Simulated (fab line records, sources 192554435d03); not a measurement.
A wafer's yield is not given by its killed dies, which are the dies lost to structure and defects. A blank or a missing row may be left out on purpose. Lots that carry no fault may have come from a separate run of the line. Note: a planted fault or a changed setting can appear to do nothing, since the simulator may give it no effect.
Chamber matching || flow n5_finfet || N5_BEOL_M7_VIA_ETCH_34 on rie_diel-05 has 4 sister chambers
The step etches SiCOH lowk in C4F6/O2, target depth 125.5 nm, time 50.5 s. 8 wafers are shown with their chamber, then 10 later ones without.

## WAFERS, EACH WITH ITS CHAMBER
{"wafer": "L079.4", "chamber": 3, "rf_vpp_V (V)": 672, "showerhead_plenum_p_Torr (Torr)": 2.93}
{"wafer": "L081.1", "chamber": 0, "rf_vpp_V (V)": 694, "showerhead_plenum_p_Torr (Torr)": 2.99}
{"wafer": "L081.2", "chamber": 2, "rf_vpp_V (V)": 645, "showerhead_plenum_p_Torr (Torr)": 2.94}
{"wafer": "L086.1", "chamber": 1, "rf_vpp_V (V)": 677, "showerhead_plenum_p_Torr (Torr)": 2.73}
{"wafer": "L086.3", "chamber": 3, "rf_vpp_V (V)": 673, "showerhead_plenum_p_Torr (Torr)": 2.93}
{"wafer": "L086.4", "chamber": 2, "rf_vpp_V (V)": 643, "showerhead_plenum_p_Torr (Torr)": 2.94}
{"wafer": "L090.1", "chamber": 1, "rf_vpp_V (V)": 675, "showerhead_plenum_p_Torr (Torr)": 2.72}
{"wafer": "L090.2", "chamber": 0, "rf_vpp_V (V)": 695, "showerhead_plenum_p_Torr (Torr)": 2.98}

## WAFERS MISSING THEIR CHAMBER
{"wafer": "L090.3", "rf_vpp_V (V)": 643, "showerhead_plenum_p_Torr (Torr)": 2.93}
{"wafer": "L092.1", "rf_vpp_V (V)": 676, "showerhead_plenum_p_Torr (Torr)": 2.72}
{"wafer": "L092.4", "rf_vpp_V (V)": 693, "showerhead_plenum_p_Torr (Torr)": 2.98}
{"wafer": "L092.6", "rf_vpp_V (V)": 676, "showerhead_plenum_p_Torr (Torr)": 2.72}
{"wafer": "L095.2", "rf_vpp_V (V)": 677, "showerhead_plenum_p_Torr (Torr)": 2.72}
{"wafer": "L095.3", "rf_vpp_V (V)": 671, "showerhead_plenum_p_Torr (Torr)": 2.92}
{"wafer": "L095.5", "rf_vpp_V (V)": 676, "showerhead_plenum_p_Torr (Torr)": 2.72}
{"wafer": "L094.1", "rf_vpp_V (V)": 645, "showerhead_plenum_p_Torr (Torr)": 2.93}
{"wafer": "L094.2", "rf_vpp_V (V)": 671, "showerhead_plenum_p_Torr (Torr)": 2.92}
{"wafer": "L094.5", "rf_vpp_V (V)": 672, "showerhead_plenum_p_Torr (Torr)": 2.92}

## EACH ONE'S CHAMBER
{"wafer": "L090.3", "from the rows above": 2, "in truth": 2}
{"wafer": "L092.1", "from the rows above": 1, "in truth": 1}
{"wafer": "L092.4", "from the rows above": 0, "in truth": 0}
{"wafer": "L092.6", "from the rows above": 1, "in truth": 1}
{"wafer": "L095.2", "from the rows above": 1, "in truth": 1}
{"wafer": "L095.3", "from the rows above": 3, "in truth": 3}
{"wafer": "L095.5", "from the rows above": 1, "in truth": 1}
{"wafer": "L094.1", "from the rows above": 2, "in truth": 2}
{"wafer": "L094.2", "from the rows above": 3, "in truth": 3}
{"wafer": "L094.5", "from the rows above": 3, "in truth": 3}
Correct placement for 10 of the 10. Number that these rows cannot place: 0. Placed wrongly: 0.
How it was worked out, from the rows above alone: a wafer's distance from a chamber is the root of the sum, over the readings, of the square of ((its reading less the chamber's mean) divided by the reading's scatter). If the next closest chamber is less than 2 further off than the closest, the wafer can't be placed; otherwise it belongs to the closest. For every chamber, the mean is computed from those of its wafers that are shown. How the scatter is found: for the shown wafers, subtract from each reading the mean of its chamber, square and add these, divide the total by (wafers less chambers), then take the root.
